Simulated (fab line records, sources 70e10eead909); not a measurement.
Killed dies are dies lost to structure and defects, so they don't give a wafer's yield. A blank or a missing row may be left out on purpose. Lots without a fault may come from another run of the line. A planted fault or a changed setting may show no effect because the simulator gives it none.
fab line records | flow nand_harc
record lots=5 wafers=15 last_day=24
route steps=1159 shown THIN_TSV@1129 END@1158
lots that met no fault: from a run of the same line without faults
start_h: hours from the record's first day to the start of the lot's first wafer shown | wait_h: hours since the lot's step before | " the same as in the row above | L1.1+2: a row that stands for several wafers | - no value, or no start given | * or withheld: withheld | < > ~ a bound
route shown NAME@n: a module of which the file shows steps, and the number in the route of the first | usual: mean/standard deviation of fault-free wafers | same: alike in all rows | chamber/n: place in a boat | sites: the reading at each site | _std_site: their standard deviation | _edge_site: outer sites' mean less inner sites' | radius_mm: how far each site lies from the wafer's centre | mask NAME#n: copy n | behind: the tool/chamber that last shaped the wafer | hold: why the lot was held/for how many hours/how that ended | device: the transistor (n, p or np) that didn't switch | end of line: the same wafers' tests at the end of the route | a step without rows: its recipe alone | killed: dies lost to structure and defects at the first sort, not the wafer's yield | map: a wafer's dies, x killed, . not, _ none there
set.NAME: the setting as run; set.NAME@STEP: as run at that earlier step | model.NAME: the simulator's own value behind a step, which no gauge read
lots at some steps of the route; a table a step, a row a wafer
services: from which hour (start_h, from the record's first day; less than 0 if before it) a tool's chamber was out of use, for how many hours, and why
## steps
# step NHARC_THIN_TSV_PVD_19
# recipe target_thk_a=200 chamber_pressure_pa=5 material=TaN
# usual chamber_pressure_pa=5.000/0.012 throttle_valve_pct=29.6/0.97
# columns lot.wafer tool chamber start_h wait_h chamber_pressure_pa throttle_valve_pct
L085.1 pvd_sputter-03 - - - 4.995 29.9
L085.4 " - " " 4.990 29.8
L085.5 " - " " 4.993 30.3
L086.2 pvd_sputter-01 - - - 5.028 30.0
L086.1 " - " " 5.008 28.8
L086.6 " - " " 5.019 30.6
L094.3 pvd_sputter-02 - - - 4.988 28.3
L094.2 " - " " 4.996 28.6
L094.5 " - " " 4.993 28.1
L096.1 pvd_sputter-02 - - - 5.004 30.1
L096.2 " - " " 4.989 30.9
L096.5 " - " " 5.000 28.2
L097.1 pvd_sputter-01 - - - 4.974 31.0
L097.4 " - " " 5.001 28.7
L097.6 " - " " 4.998 29.8
# step NHARC_THIN_TSV_PVD_51
# recipe target_thk_a=1000 chamber_pressure_pa=5 material=Cu
# usual chamber_pressure_pa=4.999/0.0093 throttle_valve_pct=29.7/1
# columns lot.wafer tool chamber start_h wait_h chamber_pressure_pa throttle_valve_pct
L085.1 pvd_sputter-03 - - - 4.996 29.9
L085.4 " - " " 5.007 29.9
L085.5 " - " " 5.009 31.6
L086.1 pvd_sputter-01 - - - 4.985 28.9
L086.2 " - " " 4.993 29.4
L086.6 " - " " 5.012 28.8
L094.3 pvd_sputter-02 - - - 4.997 28.2
L094.2 " - " " 4.986 28.3
L094.5 " - " " 4.998 30.8
L096.2 pvd_sputter-02 - - - 4.989 28.1
L096.1 " - " " 5.011 29.9
L096.5 " - " " 4.990 28.3
L097.4 pvd_sputter-01 - - - 5.009 29.6
L097.1 " - " " 4.984 28.6
L097.6 " - " " 5.013 29.8
# step NHARC_THIN_TSV_ECD_20
# recipe target_thk_a=20000 material=Cu
# columns lot.wafer tool chamber start_h wait_h
L085.1+4+5 ecd_cu-02 1,1,0 494.15 -
L086.1+2+6 ecd_cu-02 1,0,1 502.12 -
L094.2+3+5 ecd_cu-01 0 539.12 -
L096.2+1+5 ecd_cu-01 1,0,0 561.40 -
L097.1+4+6 ecd_cu-02 1,1,0 562.44 -
# step NHARC_THIN_TSV_ANNEAL_52
# recipe temp_c=225 time_s=90
# usual anneal_temp_c_max=225.9/0.33 wafer_temp_C_max=225.90/0.23
# same time_s=90
# columns lot.wafer tool chamber start_h wait_h anneal_temp_c_max wafer_temp_C_max
L085.1 rtp_anneal-01 0 494.87 0.6 225.6 225.93
L085.4 " 0 " " 225.9 226.16
L085.5 " 0 " " 225.6 225.59
L086.1 rtp_anneal-01 0 503.08 0.8 225.9 226.05
L086.2 " 0 " " 225.8 225.67
L086.6 " 0 " " 225.7 225.91
L094.2 rtp_anneal-01 0 539.91 0.7 225.6 225.64
L094.3 " 0 " " 225.7 225.82
L094.5 " 0 " " 225.9 225.83
L096.1 rtp_anneal-02 0 562.13 0.5 226.2 225.89
L096.2 " 0 " " 225.9 225.91
L096.5 " 0 " " 226.2 225.88
L097.1 rtp_anneal-01 0 563.26 0.7 225.6 225.60
L097.4 " 0 " " 225.8 225.72
L097.6 " 0 " " 225.8 225.95
# step NHARC_THIN_TSV_CMP_21
# recipe t_overpolish_s=30 target_thk_nm=2000
# usual motor_current_A=12.4/1.2 overpolish_run_s=30.000/0.0094
# columns lot.wafer tool chamber start_h wait_h motor_current_A overpolish_run_s
L085.1 cmp-03 3 495.27 - 11.3 30.010
L085.4 " 0 " " 13.3 30.005
L085.5 " 2 " " 14.3 30.000
L086.1 cmp-02 0 503.42 - 12.4 29.993
L086.2 " 2 " " 13.1 30.024
L086.6 " 1 " " 12.0 29.997
L094.2 cmp-03 2 540.20 - 14.7 29.995
L094.3 " 1 " " 10.6 29.996
L094.5 " 2 " " 13.4 30.020
L096.1 cmp-03 3 562.47 - 11.7 29.976
L096.2 " 0 " " 12.9 29.996
L096.5 " 3 " " 11.2 29.995
L097.4 cmp-03 1 563.63 - 11.7 30.015
L097.1 " 3 " " 11.2 30.003
L097.6 " 1 " " 10.7 30.009
# step NHARC_THIN_TSV_SRD_23
# columns lot.wafer tool chamber start_h wait_h
L085.1+5+4 wet_bench-08 0,1,2 495.60 0.1
L086.6+1+2 wet_bench-10 6,0,1 503.79 0.0
L094.3+5+2 wet_bench-08 3,5,7 540.57 0.0
L096.1+5+2 wet_bench-08 1,3,5 562.84 0.0
L097.4+6+1 wet_bench-08 4,5,7 564.01 0.0
# step NHARC_THIN_TSV_DEGAS_53
# recipe temp_c=300 time_s=60
# usual heater_power_w=448/32
# same time_s=60
# columns lot.wafer tool chamber start_h wait_h heater_power_w
L085.4 pvd_sputter-02 - 495.70 0.1 409
L085.1 " - " " 426
L085.5 " - " " 451
L086.2 pvd_sputter-03 - 503.89 0.1 492
L086.1 " - " " 424
L086.6 " - " " 498
L094.3 pvd_sputter-02 - 540.66 0.1 458
L094.2 " - " " 404
L094.5 " - " " 469
L096.1 pvd_sputter-01 - 562.94 0.1 486
L096.2 " - " " 470
L096.5 " - " " 414
L097.1 pvd_sputter-01 - 564.12 0.1 468
L097.4 " - " " 414
L097.6 " - " " 484
# step NHARC_THIN_TSV_PRE_CLEAN_54
# recipe time_s=30 temp_c=280 gas=H2/He
# usual heater_power_w=393/27
# same time_s=30
# columns lot.wafer tool chamber start_h wait_h heater_power_w
L085.1 pvd_sputter-02 - 495.77 0.0 386
L085.4 " - " " 386
L085.5 " - " " 355
L086.1 pvd_sputter-03 - 503.96 0.0 451
L086.2 " - " " 400
L086.6 " - " " 451
L094.3 pvd_sputter-02 - 540.74 0.1 415
L094.2 " - " " 398
L094.5 " - " " 387
L096.2 pvd_sputter-01 - 563.00 0.0 407
L096.1 " - " " 415
L096.5 " - " " 374
L097.4 pvd_sputter-01 - 564.18 0.0 415
L097.1 " - " " 412
L097.6 " - " " 433
# step NHARC_THIN_TSV_PVD_55
# recipe target_thk_a=500 material=TiN
# columns lot.wafer tool chamber start_h wait_h
L085.4+1+5 pvd_sputter-02 - 495.86 0.1
L086.1+2+6 pvd_sputter-03 - 504.08 0.1
L094.2+3+5 pvd_sputter-02 - 540.81 0.0
L096.2+1+5 pvd_sputter-01 - 563.08 0.1
L097.1+4+6 pvd_sputter-01 - 564.27 0.1
# step NHARC_THIN_TSV_PVD_24
# recipe target_thk_a=8000 power_w=withheld chamber_pressure_pa=withheld substrate_temp_c=withheld time_s=withheld gas=Ar material=Al
# columns lot.wafer tool chamber start_h wait_h
L085.1+4+5 pvd_sputter-02 - 495.99 0.1
L086.2+1+6 pvd_sputter-03 - 504.19 0.1
L094.3+2+5 pvd_sputter-02 - 541.02 0.2
L096.1+2+5 pvd_sputter-01 - 563.23 0.1
L097.4+1+6 pvd_sputter-01 - 564.51 0.2
# step NHARC_THIN_TSV_DEHYDRATE_25
# recipe temp_c=150 time_s=120
# same time_s=120
# columns lot.wafer tool chamber start_h wait_h
L085.1+4+5 litho_track-05 0 496.41 -
L086.1+2+6 litho_track-07 0 504.62 -
L094.2+3+5 litho_track-05 0 541.38 -
L096.1+2+5 litho_track-02 0 563.64 -
L097.1+4+6 litho_track-05 0 564.82 -
# step NHARC_THIN_TSV_HMDS_26
# recipe time_s=30
# same time_s=30
# columns lot.wafer tool chamber start_h wait_h
L085.1+4+5 litho_track-05 0 - -
L086.1+2+6 litho_track-07 0 - -
L094.2+3+5 litho_track-05 0 - -
L096.1+2+5 litho_track-02 0 - -
L097.1+4+6 litho_track-05 0 - -
# step NHARC_THIN_TSV_COAT_27
# recipe spin_rpm=*
# columns lot.wafer tool chamber start_h wait_h
L085.1+4+5 litho_track-05 0 - -
L086.1+2+6 litho_track-07 0 - -
L094.2+3+5 litho_track-05 0 - -
L096.1+2+5 litho_track-02 0 - -
L097.1+4+6 litho_track-05 0 - -
# step NHARC_THIN_TSV_SOFTBAKE_28
# recipe temp_c=122 time_s=95
# same time_s=95
# columns lot.wafer tool chamber start_h wait_h
L085.1+4+5 litho_track-05 0 - -
L086.1+2+6 litho_track-07 0 - -
L094.2+3+5 litho_track-05 0 - -
L096.1+2+5 litho_track-02 0 - -
L097.1+4+6 litho_track-05 0 - -
# step NHARC_THIN_TSV_EBR_29
# columns lot.wafer tool chamber start_h wait_h
L085.1+4+5 litho_track-05 0 - -
L086.1+2+6 litho_track-07 0 - -
L094.2+3+5 litho_track-05 0 - -
L096.1+2+5 litho_track-02 0 - -
L097.1+4+6 litho_track-05 0 - -
# step NHARC_THIN_TSV_EXPOSE_30
# recipe na=0.55 dose_mj=11.47 mask_id=PAD
# usual reticle_temp_C=23.00/0.092 stage_vel_mm_s=499.95/0.25
# columns lot.wafer tool chamber start_h wait_h mask reticle_temp_C stage_vel_mm_s
L085.1 krf_scanner-04 0 496.68 - PAD#0 23.08 499.87
L085.4 " 0 " " PAD#0 23.16 499.98
L085.5 " 0 " " PAD#0 23.13 499.90
L086.1 krf_scanner-02 0 504.76 - PAD#0 23.11 500.17
L086.2 " 0 " " PAD#0 23.12 500.08
L086.6 " 0 " " PAD#0 23.16 499.96
L094.2 krf_scanner-02 0 541.65 - PAD#0 22.98 499.95
L094.3 " 0 " " PAD#0 23.04 500.10
L094.5 " 0 " " PAD#0 23.07 500.22
L096.1 krf_scanner-02 0 563.91 - PAD#0 23.11 499.82
L096.2 " 0 " " PAD#0 22.82 499.74
L096.5 " 0 " " PAD#0 23.08 499.84
L097.1 krf_scanner-04 0 565.09 - PAD#0 23.06 499.49
L097.4 " 0 " " PAD#0 22.96 499.52
L097.6 " 0 " " PAD#0 23.02 499.86
# step NHARC_THIN_TSV_PEB_31
# recipe peb_temp_c=118 peb_time_s=85
# columns lot.wafer tool chamber start_h wait_h
L085.1+4+5 litho_track-05 0 496.74 0.1
L086.1+2+6 litho_track-07 0 504.83 0.1
L094.2+3+5 litho_track-05 0 541.72 0.1
L096.1+2+5 litho_track-07 0 563.97 0.1
L097.1+4+6 litho_track-05 0 565.15 0.1
# step NHARC_THIN_TSV_DEVELOP_32
# recipe time_s=70
# same time_s=70
# columns lot.wafer tool chamber start_h wait_h
L085.1+4+5 litho_track-05 0 - -
L086.1+2+6 litho_track-07 0 - -
L094.2+3+5 litho_track-05 0 - -
L096.1+2+5 litho_track-07 0 - -
L097.1+4+6 litho_track-05 0 - -
# step NHARC_THIN_TSV_CD_MEAS_33
# recipe target_cd_nm=5000 landing_energy_ev=500
# usual cd_nm=5001.4/2.3
# columns lot.wafer tool chamber start_h wait_h cd_nm
L085.1 cd_sem-02 0 496.83 - 4998.8
L085.4 " 0 " " 5003.2
L085.5 " 0 " " 5003.0
L086.1 cd_sem-01 0 504.92 - 4998.9
L086.2 " 0 " " 4999.6
L086.6 " 0 " " 5002.4
L094.2 cd_sem-03 0 541.81 - 5000.1
L094.3 " 0 " " 5005.0
L094.5 " 0 " " 5001.3
L096.1 cd_sem-03 0 564.06 - 5001.5
L096.2 " 0 " " 5003.9
L096.5 " 0 " " 4997.4
L097.1 cd_sem-03 0 565.24 - 5002.4
L097.4 " 0 " " 5004.1
L097.6 " 0 " " 5000.4
# step NHARC_THIN_TSV_HARDBAKE_34
# recipe temp_c=125 time_s=80
# same time_s=80
# columns lot.wafer tool chamber start_h wait_h
L085.1+4+5 litho_track-07 0 496.91 -
L086.1+2+6 litho_track-02 0 505.00 -
L094.2+3+5 litho_track-02 0 541.89 -
L096.1+2+5 litho_track-05 0 564.16 -
L097.1+4+6 litho_track-05 0 565.32 -
# step NHARC_THIN_TSV_DESCUM_35
# recipe time_s=3 o2_flow_sccm=200 ar_flow_sccm=0 bias_power_w=0 chemistry=O2
# usual drypump_motor_current_A=5.5/0.39 o2_flow_sccm=200.0/0.56 oes_product_au=0.999/0.014 rf_vpp_V=57.8/0.84 showerhead_plenum_p_Torr=1.93/0.077 throttle_valve_pct=11.312/0.0078
# same bias_power_w=0 time_s=3
# columns lot.wafer tool chamber start_h wait_h drypump_motor_current_A o2_flow_sccm oes_product_au rf_hours_counter_h rf_vpp_V showerhead_plenum_p_Torr throttle_valve_pct
L085.1 rie_diel-07 2 496.99 - 5.3 199.8 0.985 9 58.3 1.96 11.320
L085.5 " 0 " " 5.5 199.3 0.986 - 58.0 1.91 11.311
L085.4 " 1 " " 5.3 200.3 0.993 - 58.1 1.85 11.309
L086.1 rie_diel-07 3 505.09 - 5.3 199.6 1.007 8 56.9 1.90 11.313
L086.2 " 0 " " 5.5 199.5 0.984 11 58.4 1.91 11.324
L086.6 " 3 " " 5.4 200.5 1.017 - 56.8 1.90 11.309
L094.3 rie_diel-01 3 541.96 - 5.9 200.3 1.022 3 60.0 1.99 11.314
L094.2 " 0 " " 6.0 200.2 0.999 3 58.4 1.80 11.312
L094.5 " 3 " " 5.8 200.7 1.013 - 57.8 1.99 11.314
L096.2 rie_diel-08 1 564.24 - 5.4 200.2 0.976 6 57.1 1.97 11.306
L096.1 " 3 " " 5.1 199.3 0.971 6 58.3 1.79 11.318
L096.5 " 1 " " 5.4 200.7 0.964 - 59.2 1.97 11.307
L097.1 rie_diel-01 2 565.42 - 5.2 200.2 0.999 4 58.7 2.05 11.321
L097.6 " 0 " " 6.0 199.6 1.003 - 58.1 1.80 11.312
L097.4 " 3 " " 5.9 200.5 1.018 - 58.5 1.99 11.314
# step NHARC_THIN_TSV_ETCH_59
# recipe target_depth_a=8800 icp_w=900 bias_w=100 Cl2_flow_sccm=60 bcl3_flow_sccm=30 time_s=138.1 chemistry=Cl2/BCl3
# usual drypump_motor_current_A=5.57/0.2 oes_product_au=1.006/0.0094 throttle_valve_pct=22.264/0.009
# same time_s=138.1
# columns lot.wafer tool chamber start_h wait_h drypump_motor_current_A oes_product_au rf_hours_counter_h throttle_valve_pct
L085.1 rie_metal-02 1 497.15 0.1 5.29 1.002 3.1 22.281
L085.4 " 0 " " 5.64 1.013 - 22.274
L085.5 " 1 " " 5.33 0.997 - 22.272
L086.1 rie_metal-01 1 505.21 0.1 5.80 1.015 4.9 22.255
L086.2 " 0 " " 5.77 0.989 4.9 22.277
L086.6 " 1 " " 5.75 1.009 - 22.269
L094.2 rie_metal-02 0 542.13 0.1 5.62 0.998 4.1 22.263
L094.3 " 0 " " 5.63 0.993 - 22.285
L094.5 " 1 " " 5.29 0.995 - 22.259
L096.1 rie_metal-01 1 564.36 0.1 5.85 1.007 0.9 22.248
L096.2 " 0 " " 5.79 1.020 0.9 22.265
L096.5 " 0 " " 5.79 1.000 - 22.271
L097.1 rie_metal-03 0 565.55 0.1 5.50 1.014 2.7 22.263
L097.4 " 1 " " 5.65 0.995 - 22.258
L097.6 " 1 " " 5.63 0.995 - 22.280
# step NHARC_THIN_TSV_ETCH_36
# recipe target_depth_a=650 over_etch_frac=0.3 time_s=18.571 ion_energy_ev=150 chemistry=Cl2/BCl3
# usual drypump_motor_current_A=5.57/0.2 oes_product_au=1.007/0.0091
# same time_s=18.571
# columns lot.wafer tool chamber start_h wait_h drypump_motor_current_A oes_product_au rf_hours_counter_h
L085.1 rie_metal-02 0 497.41 0.2 5.61 1.016 2.8
L085.4 " 1 " " 5.27 1.002 -
L085.5 " 0 " " 5.62 0.996 -
L086.2 rie_metal-01 1 505.47 0.2 5.80 1.015 5.0
L086.1 " 0 " " 5.78 0.987 5.0
L086.6 " 1 " " 5.77 1.013 -
L094.2 rie_metal-02 0 542.35 0.2 5.66 0.995 4.3
L094.3 " 1 " " 5.29 1.002 -
L094.5 " 0 " " 5.64 0.997 -
L096.2 rie_metal-01 0 564.62 0.2 5.81 1.014 1.0
L096.1 " 1 " " 5.82 1.006 1.0
L096.5 " 1 " " 5.81 1.006 -
L097.1 rie_metal-03 1 565.81 0.2 5.59 0.996 2.8
L097.4 " 1 " " 5.61 1.000 -
L097.6 " 0 " " 5.47 1.012 -
# step NHARC_THIN_TSV_STRIP_56
# recipe power_w=1500 temp_c=250 chemistry=O2
# usual drypump_motor_current_A=5.9/0.38 heater_power_w=320/19
# columns lot.wafer tool chamber start_h wait_h drypump_motor_current_A heater_power_w rf_hours_counter_h
L085.1 plasma_asher-02 0 497.51 0.1 5.4 349 46
L085.4 " 1 " " 6.0 320 -
L085.5 " 1 " " 6.0 312 -
L086.2 plasma_asher-01 0 505.56 0.1 6.5 284 9
L086.1 " 1 " " 5.8 325 9
L086.6 " 0 " " 6.5 297 -
L094.2 plasma_asher-01 1 543.55 1.2 5.8 325 25
L094.3 " 1 " " 5.9 321 -
L094.5 " 0 " " 6.4 292 -
L096.2 plasma_asher-01 1 565.15 0.5 5.8 328 33
L096.1 " 0 " " 6.5 294 33
L096.5 " 0 " " 6.5 289 -
L097.1 plasma_asher-01 0 565.91 0.1 6.5 287 33
L097.4 " 0 " " 6.5 292 -
L097.6 " 1 " " 5.9 324 -
# step NHARC_THIN_TSV_STRIP_57
# recipe time_s=1200 temp_c=72.5 chemistry=post_etch_residue_remover
# same time_s=1200
# columns lot.wafer tool chamber start_h wait_h
L085.1+4+5 wet_bench-10 7,0,4 497.86 0.3
L086.1+2+6 wet_bench-08 7,1,2 505.91 0.3
L094.3+5+2 wet_bench-08 7,1,3 543.86 0.2
L096.2+5+1 wet_bench-10 7,1,4 565.50 0.3
L097.4+1+6 wet_bench-08 3,4,0 566.26 0.2
# step NHARC_THIN_TSV_CD_MEAS_37
# usual cd_nm=5002/3.9
# columns lot.wafer tool chamber start_h wait_h cd_nm
L085.1 cd_sem-02 - 498.30 - 4992
L085.4 " - " " 5001
L085.5 " - " " 4993
L086.1 cd_sem-02 - 506.36 - 5001
L086.2 " - " " 5002
L086.6 " - " " 5006
L094.2 cd_sem-02 - 544.31 - 5004
L094.3 " - " " 5006
L094.5 " - " " 5002
L096.1 cd_sem-02 - 565.94 - 5001
L096.2 " - " " 5007
L096.5 " - " " 4998
L097.1 cd_sem-03 - 566.70 - 5001
L097.4 " - " " 5004
L097.6 " - " " 5003
# step NHARC_THIN_TSV_ANNEAL_58
# recipe temp_c=400 time_s=1800
# same time_s=1800
# columns lot.wafer tool chamber start_h wait_h
L085.1+4+5 furnace-03 0 503.38 5.1
L086.1+2+6 furnace-02 0 509.35 3.0
L094.2+3+5 furnace-06 0 544.85 0.5
L096.1+2+5 furnace-06 0 568.93 3.0
L097.1+4+6 furnace-06 0 568.93 2.2
# step NHARC_THIN_TSV_INSPECT_40
# usual raw_defect_count=467/89
# columns lot.wafer tool chamber start_h wait_h raw_defect_count
L085.1 defect_inspect-01 - 504.84 0.4 382
L085.4 " - " " 405
L085.5 " - " " 406
L086.1 defect_inspect-01 - 510.79 0.4 428
L086.2 " - " " 482
L086.6 " - " " 411
L094.2 defect_inspect-02 - 546.31 0.4 649
L094.3 " - " " 482
L094.5 " - " " 545
L097.1 defect_inspect-02 - 570.39 0.4 586
L097.4 " - " " 448
L097.6 " - " " 511
L096.1 defect_inspect-01 - 570.39 0.4 339
L096.2 " - " " 367
L096.5 " - " " 346
# step NHARC_END_WLT_00
# usual VT_DECK1_BOTTOM=0.868/0.0077 VT_DECK1_BOTTOM_INNER=0.868/0.0071 VT_DECK1_MEDIAN_NEAR_BOTTOM=0.869/0.0074 VT_DECK1_MEDIAN_NEAR_BOTTOM_INNER=0.869/0.0068 VT_DECK1_MIDDLE=0.881/0.0066 VT_DECK1_MIDDLE_INNER=0.882/0.0061 VT_DECK1_TOP=0.893/0.0059 VT_DECK1_TOP_INNER=0.893/0.0062
# columns lot.wafer tool chamber start_h wait_h VT_DECK1_BOTTOM VT_DECK1_BOTTOM_INNER VT_DECK1_MEDIAN_NEAR_BOTTOM VT_DECK1_MEDIAN_NEAR_BOTTOM_INNER VT_DECK1_MIDDLE VT_DECK1_MIDDLE_INNER VT_DECK1_TOP VT_DECK1_TOP_INNER
L085.1 prober-02 - 504.91 0.1 0.870 0.870 0.872 0.873 0.881 0.886 0.902 0.890
L085.4 " - 506.40 1.5 0.874 0.874 0.869 0.865 0.882 0.885 0.891 0.895
L085.5 " - " " 0.861 0.860 0.864 0.861 0.875 0.887 0.898 0.887
L086.1 prober-01 - 520.42 9.6 0.862 0.867 0.861 0.864 0.876 0.882 0.891 0.893
L086.2 " - " " 0.865 0.860 0.862 0.853 0.877 0.880 0.887 0.897
L086.6 " - 522.91 12.1 0.866 0.859 0.864 0.862 0.878 0.875 0.894 0.892
L094.2 prober-02 - 546.85 0.5 0.863 0.868 0.872 0.872 0.883 0.879 0.896 0.903
L094.3 " - " " 0.882 0.880 0.878 0.867 0.884 0.885 0.898 0.893
L094.5 " - " " 0.881 0.882 0.877 0.877 0.887 0.890 0.895 0.901
L097.1 prober-02 - 570.45 0.1 0.876 0.869 0.875 0.875 0.884 0.884 0.897 0.900
L097.4 " - 571.96 1.6 0.868 0.873 0.870 0.869 0.884 0.879 0.898 0.891
L097.6 " - 572.97 2.6 0.867 0.870 0.876 0.874 0.887 0.879 0.889 0.900
L096.1 prober-01 - 572.06 1.7 0.858 0.870 0.864 0.873 0.881 0.879 0.882 0.882
L096.2 " - " " 0.868 0.860 0.870 0.862 0.879 0.881 0.890 0.888
L096.5 " - 574.06 3.7 0.870 0.868 0.872 0.864 0.884 0.877 0.885 0.894
## services
# columns tool chamber start_h hours kind
krf_scanner-04 - 470.01 4.0 pm
pvd_sputter-03 - 472.53 13.3 repair
rie_diel-08 - 478.80 9.0 pm
rie_diel-07 3 482.81 18.6 repair
pvd_sputter-02 - 483.82 3.7 repair
plasma_asher-02 - 488.68 1.2 repair
rie_diel-01 - 491.87 9.0 pm
plasma_asher-01 - 493.25 11.4 repair
pvd_sputter-03 - 508.08 69.7 repair
rie_metal-01 - 509.00 9.0 pm
pvd_sputter-02 - 510.73 4.9 repair
pvd_sputter-01 - 514.06 10.0 pm
litho_track-02 - 515.00 7.0 pm
wet_bench-08 - 527.72 0.6 repair
ecd_cu-02 - 532.26 8.0 pm
cmp-02 - 535.21 0.8 repair
plasma_asher-02 - 537.28 9.0 pm
litho_track-07 - 539.00 7.0 pm
cmp-03 - 548.30 4.0 pm
rie_diel-07 1 553.52 4.3 repair
krf_scanner-02 - 554.00 4.0 pm
rie_diel-01 1 554.89 15.0 repair
cmp-02 - 555.05 0.6 repair
rie_metal-02 - 565.00 9.0 pm
## key
fault none
